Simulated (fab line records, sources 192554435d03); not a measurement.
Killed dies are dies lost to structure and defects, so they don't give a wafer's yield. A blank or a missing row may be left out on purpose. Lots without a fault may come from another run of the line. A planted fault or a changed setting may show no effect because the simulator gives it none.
fab line records | flow n5_finfet
record lots=8 wafers=22 last_day=19
route steps=1938 shown MOL_CONTACT_COAG@604 BEOL_M0_SAQP@636 BEOL_M4@1111 PASSIVATION@1936
lots that met no fault: from a run of the same line without faults
start_h: hours from the record's first day to the start of the lot's first wafer shown | wait_h: hours since the lot's step before | " the same as in the row above | L1.1+2: a row that stands for several wafers | - no value, or no start given | * or withheld: withheld | < > ~ a bound
route shown NAME@n: a module of which the file shows steps, and the number in the route of the first | usual: mean/standard deviation of fault-free wafers | same: alike in all rows | chamber/n: place in a boat | sites: the reading at each site | _std_site: their standard deviation | _edge_site: outer sites' mean less inner sites' | radius_mm: how far each site lies from the wafer's centre | mask NAME#n: copy n | behind: the tool/chamber that last shaped the wafer | hold: why the lot was held/for how many hours/how that ended | device: the transistor (n, p or np) that didn't switch | end of line: the same wafers' tests at the end of the route | a step without rows: its recipe alone | killed: dies lost to structure and defects at the first sort, not the wafer's yield | map: a wafer's dies, x killed, . not, _ none there
set.NAME: the setting as run; set.NAME@STEP: as run at that earlier step | model.NAME: the simulator's own value behind a step, which no gauge read
steps of the route over a sample of lots; a table a step, a row a wafer
services: from which hour (start_h, from the record's first day; less than 0 if before it) a tool's chamber was out of use, for how many hours, and why
## steps
# step N5_MOL_CONTACT_COAG_INSPECT_42
# recipe mode=adi inspect_instrument=brightfield
# usual raw_defect_count=200/56
# columns lot.wafer tool chamber start_h wait_h raw_defect_count
L609.3 defect_inspect-01 - 131.72 0.0 296
L609.5 " - " " 204
L609.6 " - " " 260
L612.1 defect_inspect-02 - 167.90 0.1 221
L612.3 " - " " 251
L612.4 " - " " 253
L613.1 defect_inspect-02 - 168.31 0.1 215
L613.4 " - " " 186
L613.6 " - " " 213
L615.3 defect_inspect-02 - 213.37 0.0 179
L615.6 " - " " 118
L617.3 defect_inspect-02 - 214.14 0.0 339
L617.5 " - " " 251
L622.1 defect_inspect-02 - 234.84 0.1 202
L622.2 " - " " 174
L622.5 " - " " 264
L626.1 defect_inspect-01 - 276.83 0.1 150
L626.2 " - " " 133
L626.3 " - " " 145
L625.1 defect_inspect-01 - 277.28 0.1 248
L625.2 " - " " 162
L625.4 " - " " 210
# step N5_MOL_CONTACT_COAG_ETCH_48
# recipe chemistry=C4F6/O2 target_depth_a=150 overetch_a=45 mask_material=SOC target=SiOC bias_w=465 pressure_mtorr=10 time_s=17 source_w=335 Ar_flow_sccm=300 C4F6_flow_sccm=10 O2_flow_sccm=10 ion_energy_ev=576
# usual drypump_motor_current_A=5.8/0.4 oes_product_au=0.66/0.055 rf_vpp_V=1594/17 showerhead_plenum_p_Torr=2.89/0.072 throttle_valve_pct=40.6/0.32
# columns lot.wafer tool chamber start_h wait_h drypump_motor_current_A oes_product_au rf_hours_counter_h rf_vpp_V showerhead_plenum_p_Torr throttle_valve_pct
L609.3 rie_diel-01 1 132.49 0.0 5.8 0.71 73 1591 2.88 40.5
L609.5 " 1 " " 5.7 0.70 - 1590 2.88 40.5
L609.6 " 2 " " 6.2 0.72 - 1581 2.78 40.9
L612.1 rie_diel-04 0 169.24 0.0 6.4 0.77 9 1586 3.02 40.3
L612.3 " 2 " " 5.5 0.57 199 1604 2.92 41.0
L612.4 " 3 " " 6.5 0.62 182 1616 2.94 40.1
L613.1 rie_diel-01 0 169.41 0.0 5.8 0.69 68 1614 2.98 40.7
L613.4 " 2 " " 6.3 0.69 62 1582 2.77 40.9
L613.6 " 2 " " 6.3 0.68 - 1580 2.77 40.9
L615.3 rie_diel-01 0 214.07 0.0 5.7 0.73 76 1614 2.98 40.7
L615.6 " 3 " " 5.6 0.67 - 1598 2.86 40.9
L617.3 rie_diel-06 2 214.73 0.0 5.1 0.60 180 1606 2.95 40.5
L617.5 " 2 " " 5.1 0.61 - 1606 2.95 40.5
L622.1 rie_diel-04 3 236.31 0.0 6.5 0.66 196 1613 2.93 40.1
L622.2 " 1 " " 5.3 0.70 102 1567 2.85 40.0
L622.5 " 2 " " 5.4 0.59 - 1604 2.91 41.0
L626.1 rie_diel-01 1 278.89 0.0 5.8 0.70 112 1589 2.86 40.5
L626.2 " 2 " " 6.2 0.69 92 1579 2.76 40.9
L626.3 " 0 " " 5.8 0.70 95 1613 2.97 40.7
L625.1 rie_diel-01 2 279.27 0.0 6.2 0.70 92 1581 2.76 40.9
L625.2 " 0 " " 5.8 0.72 95 1614 2.97 40.7
L625.4 " 1 " " 5.7 0.66 112 1590 2.86 40.5
# step N5_MOL_CONTACT_COAG_STRIP_72
# recipe chemistry=N2/H2 power_w=450 temp_c=40 pressure_mtorr=20 rf_frequency_hz=6e+07 overash_fraction=3 bias_power_w=7 h2_frac=0.5 n2_flow_sccm=200 h2_flow_sccm=200
# usual drypump_motor_current_A=5.8/0.4 n2_flow_sccm=200.0/0.61 oes_product_au=0.79/0.061 rf_vpp_V=59.2/1.9 showerhead_plenum_p_Torr=2.58/0.071 throttle_valve_pct=23.7/0.31
# columns lot.wafer tool chamber start_h wait_h drypump_motor_current_A n2_flow_sccm oes_product_au rf_hours_counter_h rf_vpp_V showerhead_plenum_p_Torr throttle_valve_pct
L609.3 rie_diel-01 1 132.55 0.0 5.8 200.9 0.83 73 57.5 2.57 23.6
L609.5 " 1 " " 5.8 201.0 0.84 - 61.8 2.57 23.6
L609.6 " 2 " " 6.2 200.2 0.85 - 59.4 2.48 23.7
L612.1 rie_diel-04 0 169.29 0.0 6.4 201.1 0.95 9 62.2 2.71 23.5
L612.3 " 2 " " 5.5 199.9 0.71 199 58.8 2.62 24.3
L612.4 " 3 " " 6.5 201.4 0.75 182 59.5 2.63 23.2
L613.1 rie_diel-01 0 169.46 0.0 5.7 198.7 0.85 68 60.1 2.68 23.8
L613.4 " 2 " " 6.2 199.4 0.84 62 63.6 2.47 23.7
L613.6 " 2 " " 6.3 200.2 0.86 - 59.8 2.47 23.7
L615.3 rie_diel-01 0 214.12 0.0 5.7 200.5 0.83 76 59.1 2.68 23.8
L615.6 " 3 " " 5.6 200.1 0.77 - 60.1 2.54 23.8
L617.3 rie_diel-06 2 214.78 0.0 5.1 201.3 0.73 180 59.8 2.64 23.7
L617.5 " 2 " " 5.1 200.1 0.72 - 60.6 2.64 23.7
L622.1 rie_diel-04 3 236.36 0.0 6.5 199.9 0.74 196 62.9 2.63 23.2
L622.2 " 1 " " 5.3 200.3 0.79 102 57.6 2.55 23.1
L622.5 " 2 " " 5.4 199.6 0.69 - 60.7 2.62 24.3
L626.1 rie_diel-01 1 278.94 0.0 5.7 199.8 0.82 112 60.6 2.56 23.6
L626.2 " 2 " " 6.2 200.5 0.82 92 61.3 2.46 23.7
L626.3 " 0 " " 5.7 199.9 0.83 95 59.2 2.67 23.8
L625.1 rie_diel-01 2 279.32 0.0 6.3 199.6 0.81 92 57.5 2.46 23.8
L625.2 " 0 " " 5.7 199.4 0.81 95 61.8 2.67 23.8
L625.4 " 1 " " 5.7 200.5 0.78 112 58.7 2.56 23.6
# step N5_BEOL_M0_SAQP_PECVD_96
# recipe material=a-Si target_thk_a=450 temp_c=350 precursor=SiH4/He pressure_torr=3 rf_w=100 time_s=45.2
# usual heater_power_outer_w=378/46 heater_power_w=628/63 run_length_s=81.4/0.54 showerhead_plenum_p_Torr=5.70/0.076 throttle_valve_pct=18.2/0.99
# columns lot.wafer tool chamber start_h wait_h heater_power_outer_w heater_power_w run_length_s showerhead_plenum_p_Torr throttle_valve_pct
L609.3 pecvd-04 1 137.98 0.0 357 628 81.0 5.71 20.1
L609.5 " 2 " " 425 675 82.2 5.72 17.1
L609.6 " 1 " " 365 626 81.6 5.70 20.2
L612.1 pecvd-04 2 178.66 0.0 442 694 81.6 5.70 17.1
L612.3 " 0 " " 345 595 81.2 5.81 18.4
L612.4 " 2 " " 447 690 81.7 5.71 17.1
L613.1 pecvd-04 2 179.02 0.0 414 675 118.2 5.71 17.1
L613.4 " 2 " " 427 654 82.0 5.72 17.3
L613.6 " 1 " " 388 677 81.1 5.71 20.0
L615.3 pecvd-04 2 221.96 0.0 384 611 118.9 5.74 17.5
L615.6 " 2 " " 379 615 81.6 5.73 17.3
L617.3 pecvd-04 0 222.39 0.0 355 597 118.4 5.84 18.5
L617.5 " 2 " " 432 695 81.8 5.74 17.4
L622.1 pecvd-03 2 252.82 0.0 429 679 81.0 5.60 16.6
L622.2 " 0 " " 395 637 81.4 5.69 18.6
L622.5 " 1 " " 445 736 82.1 5.59 18.6
L626.1 pecvd-04 0 283.88 0.0 298 542 80.8 5.83 18.2
L626.2 " 2 " " 426 681 81.6 5.74 17.3
L626.3 " 1 " " 396 690 81.8 5.69 20.1
L625.1 pecvd-04 2 286.90 0.0 413 661 82.0 5.72 17.7
L625.2 " 0 " " 316 560 81.1 5.82 18.6
L625.4 " 2 " " 409 651 82.3 5.73 17.3
# step N5_BEOL_M0_SAQP_MANDREL_ETCH_103
# recipe chemistry=HBr/Cl2 target=a-Si target_depth_a=450 bt_time_s=10 stop_on=SiCN mask_material=SiO2 over_etch_frac=0.8 time_s=27 pressure_mtorr=10 icp_w=800 bias_w=75 HBr_flow_sccm=150 Cl2_flow_sccm=80 ends=end_point
# usual drypump_motor_current_A=5.6/0.59 oes_product_au=0.678/0.012 throttle_valve_pct=35.5/0.32
# columns lot.wafer tool chamber start_h wait_h drypump_motor_current_A oes_product_au rf_hours_counter_h throttle_valve_pct
L609.3 rie_si-05 3 140.58 0.0 6.1 0.674 68 35.7
L609.5 " 2 " " 5.2 0.659 - 35.1
L609.6 " 3 " " 6.1 0.678 - 35.7
L612.1 rie_si-03 2 181.60 0.0 6.7 0.680 188 35.1
L612.3 " 3 " " 4.7 0.683 1 36.0
L612.4 " 0 " " 5.1 0.692 107 35.5
L613.1 rie_si-05 3 182.57 0.0 6.1 0.972 68 35.0
L613.4 " 2 " " 5.2 0.655 112 35.1
L613.6 " 1 " " 5.0 0.689 - 35.9
L615.3 rie_si-03 3 224.53 0.0 4.7 1.004 1 35.3
L615.6 " 1 " " 6.3 0.686 - 35.5
L617.3 rie_si-03 0 226.89 0.0 5.1 0.999 108 34.8
L617.5 " 3 " " 4.7 0.687 - 36.0
L622.1 rie_si-06 2 257.94 0.0 5.7 0.663 6 35.1
L622.2 " 1 " " 5.6 0.686 1 35.4
L622.5 " 1 " " 5.6 0.690 - 35.4
L626.1 rie_si-05 3 287.87 0.0 6.2 0.666 70 35.7
L626.2 " 1 " " 5.0 0.671 10 35.9
L626.3 " 0 " " 5.7 0.673 2 35.6
L625.1 rie_si-03 3 290.31 0.0 4.7 0.669 3 36.0
L625.2 " 0 " " 5.1 0.684 109 35.5
L625.4 " 1 " " 6.3 0.685 163 35.6
# step N5_BEOL_M0_SAQP_ETCH_106
# recipe chemistry=N2/H2 target=SOC target_depth_a=1500 stop_on=SiNx ion_energy_ev=100 bias_w=61 pressure_mtorr=30 source_w=850 n2_flow_sccm=200 h2_flow_sccm=200
# usual drypump_motor_current_A=5.7/0.39 n2_flow_sccm=199.9/0.57 oes_product_au=0.76/0.081 rf_vpp_V=240.5/1.4 showerhead_plenum_p_Torr=2.52/0.087 throttle_valve_pct=17.95/0.18
# columns lot.wafer tool chamber start_h wait_h drypump_motor_current_A n2_flow_sccm oes_product_au rf_hours_counter_h rf_vpp_V showerhead_plenum_p_Torr throttle_valve_pct
L609.3 rie_diel-02 0 141.11 - 4.8 199.2 0.68 243 242.8 2.60 18.16
L609.5 " 0 " " 4.8 198.8 0.68 - 240.7 2.60 18.16
L609.6 " 3 " " 5.9 199.5 0.73 - 239.5 2.44 17.85
L612.1 rie_diel-02 3 182.26 - 5.9 200.1 0.73 179 239.6 2.43 17.87
L612.3 " 1 " " 5.6 199.5 0.74 158 239.3 2.44 18.08
L612.4 " 3 " " 5.9 199.6 0.72 - 238.7 2.43 17.88
L613.1 rie_diel-05 3 183.11 - 6.4 200.6 0.63 147 240.6 2.53 18.07
L613.4 " 0 " " 5.8 200.0 0.69 212 239.2 2.51 17.72
L613.6 " 2 " " 6.2 199.6 0.96 - 240.0 2.50 17.66
L615.3 rie_diel-03 1 227.54 - 5.8 199.7 0.39 192 240.6 2.53 18.25
L615.6 " 3 " " 5.5 200.0 0.69 - 243.1 2.64 17.96
L617.3 rie_diel-03 3 228.98 - 5.5 199.8 0.46 187 241.9 2.64 17.96
L617.5 " 3 " " 5.5 199.9 0.69 - 242.9 2.64 17.95
L622.1 rie_diel-03 3 258.72 - 5.5 198.7 0.69 193 243.5 2.63 17.97
L622.2 " 0 " " 5.9 199.7 0.79 113 241.6 2.67 17.99
L622.5 " 1 " " 5.8 200.2 0.70 - 240.2 2.52 18.31
L626.1 rie_diel-03 0 288.40 - 5.9 199.2 0.77 124 242.5 2.66 18.01
L626.2 " 2 " " 5.8 199.5 0.67 235 238.6 2.41 17.94
L626.3 " 3 " " 5.5 199.6 0.68 204 242.0 2.63 18.00
L625.1 rie_diel-03 1 290.98 - 5.7 200.1 0.68 213 239.3 2.52 18.30
L625.2 " 2 " " 5.7 199.1 0.67 235 238.0 2.41 17.98
L625.4 " 0 " " 5.9 198.9 0.77 125 243.1 2.66 18.02
# step N5_BEOL_M0_SAQP_INSPECT_42
# recipe mode=adi inspect_instrument=brightfield
# usual raw_defect_count=286/82
# columns lot.wafer tool chamber start_h wait_h raw_defect_count
L609.3 defect_inspect-01 - 143.24 0.0 287
L609.5 " - " " 229
L609.6 " - " " 315
L612.1 defect_inspect-02 - 211.45 0.1 187
L612.3 " - " " 225
L612.4 " - " " 153
L613.1 defect_inspect-01 - 211.68 0.1 1103
L613.4 " - " " 294
L613.6 " - " " 277
L615.3 defect_inspect-02 - 230.20 0.1 1621
L615.6 " - " " 330
L617.3 defect_inspect-01 - 231.52 0.0 1486
L617.5 " - " " 183
L622.1 defect_inspect-01 - 264.18 0.1 216
L622.2 " - " " 326
L622.5 " - " " 160
L626.1 defect_inspect-01 - 291.26 0.1 220
L626.2 " - " " 317
L626.3 " - " " 284
L625.1 defect_inspect-02 - 293.99 0.1 259
L625.2 " - " " 295
L625.4 " - " " 235
# step N5_BEOL_M4_RC_MEAS_101
# usual DIBL_N=36.5/1.2 DIBL_P=36.5/1.6 IOFF_N=0.162/0.023 IOFF_P=0.221/0.03 ION_N=678/8 ION_P=466/6.3 SS_N=71.6/0.46 SS_P=73.3/0.57 VT_N=249.2/2.6 VT_P=-249/3.3
# columns lot.wafer tool chamber start_h wait_h DIBL_N[mV/V] DIBL_P[mV/V] IOFF_N[nA/um] IOFF_P[nA/um] ION_N[uA/um] ION_P[uA/um] SS_N[mV/dec] SS_P[mV/dec] VT_N[mV] VT_P[mV]
L609.3 prober-02 0 251.41 0.3 36.1 37.8 0.161 0.257 681 471 72.2 74.1 250.2 -245
L609.5 " 0 " " 36.5 37.9 0.169 0.252 686 475 72.2 73.7 248.9 -245
L609.6 " 0 " " 35.3 36.7 0.151 0.234 677 470 72.2 73.3 248.3 -245
L612.1 prober-02 0 257.33 0.0 35.8 36.0 0.152 0.205 680 465 71.8 73.0 252.3 -252
L612.3 " 0 " " 35.8 36.5 0.151 0.210 669 458 71.4 73.1 249.7 -250
L612.4 " 0 " " 35.5 35.2 0.148 0.194 682 464 71.0 73.2 250.3 -252
L613.1 prober-02 0 265.30 0.0 37.9 37.1 0.180 0.229 680 463 71.7 73.1 246.5 -248
L613.4 " 0 " " 38.1 36.4 0.169 0.214 674 460 71.5 73.1 248.7 -249
L613.6 " 0 " " 38.1 37.2 0.179 0.227 678 468 72.0 72.6 247.2 -252
L615.6 prober-02 0 288.38 0.8 36.8 36.9 0.188 0.210 689 463 72.1 73.7 249.9 -250
L617.3 prober-01 0 290.78 0.3 36.0 36.7 0.152 0.232 670 466 71.6 73.4 251.2 -251
L617.5 " 0 " " 37.1 37.6 0.177 0.246 686 471 71.3 72.5 247.3 -246
L622.1 prober-01 0 323.73 0.0 36.2 38.9 0.194 0.254 695 471 72.0 73.8 247.0 -246
L622.2 " 0 " " 35.3 38.1 0.165 0.232 677 464 72.7 72.7 248.3 -248
L622.5 " 0 " " 34.6 36.3 0.152 0.215 678 465 71.9 73.0 251.2 -247
L626.1 prober-02 0 357.87 0.0 36.5 36.1 0.189 0.268 692 478 71.5 73.4 246.6 -241
L626.2 " 0 " " 34.9 33.7 0.157 0.225 680 474 71.4 72.5 248.0 -245
L626.3 " 0 " " 34.3 34.0 0.154 0.230 686 477 71.4 72.6 248.0 -246
L625.1 prober-02 0 361.53 0.0 37.5 37.2 0.169 0.210 675 462 72.1 73.1 250.7 -251
L625.2 " 0 " " 37.1 36.5 0.147 0.203 669 462 72.0 72.9 251.4 -249
L625.4 " 0 " " 35.6 34.3 0.125 0.176 668 459 70.9 73.2 253.9 -252
# step N5_PASSIVATION_PROBE_49
# usual defect_limited_yield=91.2/1.3 killed_at_M0_to_M3=34/9.2 killed_at_M4_up=14/5 killed_at_contacts=13/6.7 killed_at_front_end=39/12 killed_at_other=4/3.3 killed_dies=104/15 killed_on_rim=14/3.7 killed_open=68/12 killed_short=34/7.5 sort_bin_5_function=5.2/0.87 sort_bin_6_memory=3.3/0.63 sort_n_pass=1076/15 sort_yield_pct=91.2/1.3
# same gross_dies=1180 killed_at_back_side=0 sort_bin_4_leakage[%]=0 sort_bin_8_speed[%]=0
# columns lot.wafer tool chamber start_h wait_h defect_limited_yield[%] killed_at_M0_to_M3 killed_at_M4_up killed_at_contacts killed_at_front_end killed_at_other killed_dies killed_on_rim killed_open killed_short sort_bin_5_function[%] sort_bin_6_memory[%] sort_n_pass sort_yield_pct[%]
L613.1 prober-02 - 369.55 0.0 61.9 362 9 26 49 3 449 83 65 44 33.7 3.7 731 61.9
L613.4 prober-02 - 369.70 0.2 88.7 23 19 20 71 0 133 13 84 48 6.5 3.9 1047 88.7
L613.6 prober-02 - 369.80 0.3 91.7 29 13 15 40 1 98 12 71 26 4.1 3.8 1082 91.7
L615.3 prober-02 - 385.24 0.1 29.6 761 11 22 36 1 831 117 65 41 66.4 3.6 349 29.6
L615.6 prober-02 - 385.39 0.3 90.4 19 20 10 63 1 113 18 86 24 5.8 3.6 1067 90.4
L617.3 prober-02 - 397.12 0.1 44.6 580 13 26 32 3 654 117 76 41 52.1 3.1 526 44.6
L617.5 prober-02 - 397.22 0.2 89.7 33 9 20 55 5 122 16 84 36 5.7 4.3 1058 89.7
# killed by level:class
L613.1 BEOL_M0_SAQP:area_etch=338 MOL_CONTACT_COAG:geometric_particle:open=19 FIN_SAQP:geometric_particle:short=14 FIN_SAQP:geometric_particle:open=9 MOL_CONTACT_COAG:geometric_particle:short=7 BEOL_M3:geometric_particle:open=5 STARTING-WAFER:geometric_particle:open=5 BEOL_M0_SAQP:geometric_particle:open=4
L613.4 FIN_SAQP:geometric_particle:open=22 FIN_SAQP:geometric_particle:short=15 STI_FIN_REVEAL:geometric_particle:open=14 MOL_CONTACT_COAG:geometric_particle:open=12 MOL_CONTACT_COAG:geometric_particle:short=8 GATE_CUT:geometric_particle:short=5 BEOL_M5:geometric_particle:open=5 GATE_CUT:geometric_particle:open=4
L613.6 FIN_SAQP:geometric_particle:open=13 MOL_CONTACT_COAG:geometric_particle:open=12 BEOL_M3:geometric_particle:open=9 GATE_CUT:geometric_particle:open=6 GATE_CUT:geometric_particle:short=5 BEOL_M0_SAQP:geometric_particle:short=5 BEOL_M0_SAQP:geometric_particle:open=5 BEOL_M0:geometric_particle:open=4
L615.3 BEOL_M0_SAQP:area_etch=725 MOL_CONTACT_COAG:geometric_particle:open=14 FIN_SAQP:geometric_particle:open=11 MOL_CONTACT_COAG:geometric_particle:short=8 BEOL_M3:geometric_particle:open=8 DUMMY_GATE:geometric_particle:open=6 FIN_SAQP:geometric_particle:short=5 BEOL_M0_SAQP:geometric_particle:open=5
L615.6 FIN_SAQP:geometric_particle:open=27 BEOL_M4:geometric_particle:open=11 STI_FIN_REVEAL:geometric_particle:open=8 MOL_CONTACT_COAG:geometric_particle:open=8 DUMMY_GATE:geometric_particle:open=7 BEOL_M0_SAQP:geometric_particle:open=6 FIN_SAQP:geometric_particle:short=4 DUMMY_GATE:geometric_particle:short=4
L617.3 BEOL_M0_SAQP:area_etch=535 MOL_CONTACT_COAG:geometric_particle:open=20 BEOL_M1:geometric_particle:open=11 BEOL_M3:geometric_particle:open=11 BEOL_M0_SAQP:geometric_particle:short=9 STI_FIN_REVEAL:geometric_particle:open=7 FIN_SAQP:geometric_particle:short=6 FIN_SAQP:geometric_particle:open=6
L617.5 MOL_CONTACT_COAG:geometric_particle:open=15 FIN_SAQP:geometric_particle:open=14 STI_FIN_REVEAL:geometric_particle:open=9 DUMMY_GATE:geometric_particle:open=9 BEOL_M1:geometric_particle:open=8 FIN_SAQP:geometric_particle:short=7 BEOL_M0_SAQP:geometric_particle:short=7 MOL_CONTACT_COAG:geometric_particle:short=5
## services
# columns tool chamber start_h hours kind
rie_si-03 - 109.49 0.4 repair
pecvd-04 0 137.29 5.8 repair
pecvd-03 1 146.92 6.6 repair
rie_diel-02 - 151.09 15.6 pm
pecvd-04 2 151.83 10.6 repair
rie_diel-06 - 152.62 0.9 repair
rie_diel-05 - 153.22 28.1 pm
rie_diel-01 0 161.28 4.4 repair
rie_si-06 2 177.57 1.4 repair
rie_diel-01 1 187.71 6.8 repair
rie_diel-05 3 189.24 1.3 repair
rie_diel-05 - 207.38 2.6 repair
rie_diel-05 1 213.83 14.7 repair
rie_diel-06 1 214.42 9.5 repair
rie_si-03 2 217.56 15.9 repair
rie_diel-05 - 217.62 0.7 repair
rie_diel-05 3 227.96 6.0 repair
rie_diel-01 - 234.77 2.8 pm
rie_si-05 0 238.69 2.3 repair
rie_diel-02 - 241.35 2.8 pm
rie_diel-02 3 250.98 4.4 repair
rie_diel-03 3 251.86 6.5 repair
rie_diel-06 3 258.10 3.1 repair
rie_diel-04 3 260.32 20.8 repair
## key
first_sign step=N5_BEOL_M0_SAQP_PECVD_96 reading=run_length_s direction=up sigmas=69 usual=* struck=*
effect step=N5_BEOL_M0_SAQP_MANDREL_ETCH_103 reading=oes_product_au direction=up sigmas=25 usual=0.678 struck=0.992
effect step=N5_BEOL_M0_SAQP_ETCH_106 reading=oes_product_au direction=down sigmas=3.3 usual=0.76 struck=0.50 wafers_moved=2
effect step=N5_BEOL_M0_SAQP_INSPECT_42 reading=raw_defect_count direction=up sigmas=14 usual=286 struck=1403
effect step=N5_PASSIVATION_PROBE_49 reading=killed_at_M0_to_M3 direction=up sigmas=58 usual=34 struck=568
more_kills_born_at N5_BEOL_M0_SAQP_MANDREL_ETCH_103@rie_si-03=1260 N5_BEOL_M0_SAQP_MANDREL_ETCH_103@rie_si-05=338
met_at N5_BEOL_M0_SAQP_PECVD_96
struck_lots L613,L615,L617
struck_wafers L613.1,L615.3,L617.3
later_rows_left_out L615.3
not_acting_at N5_MOL_CONTACT_COAG_INSPECT_42,N5_MOL_CONTACT_COAG_ETCH_48,N5_MOL_CONTACT_COAG_STRIP_72
onset_between 178.66 179.02
fault kind=process_parameter_drift tool=pecvd-04 chamber=- onset_h=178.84 steps=N5_BEOL_M0_SAQP_PECVD_96 channel=time_s offset=* shape=step end_h=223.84 scope=struck_wafers_only acts_in=* stated=*
# later_rows_left_out: the simulator's readings of these wafers behind a module that went badly wrong aren't trusted and aren't shown, but for the sort
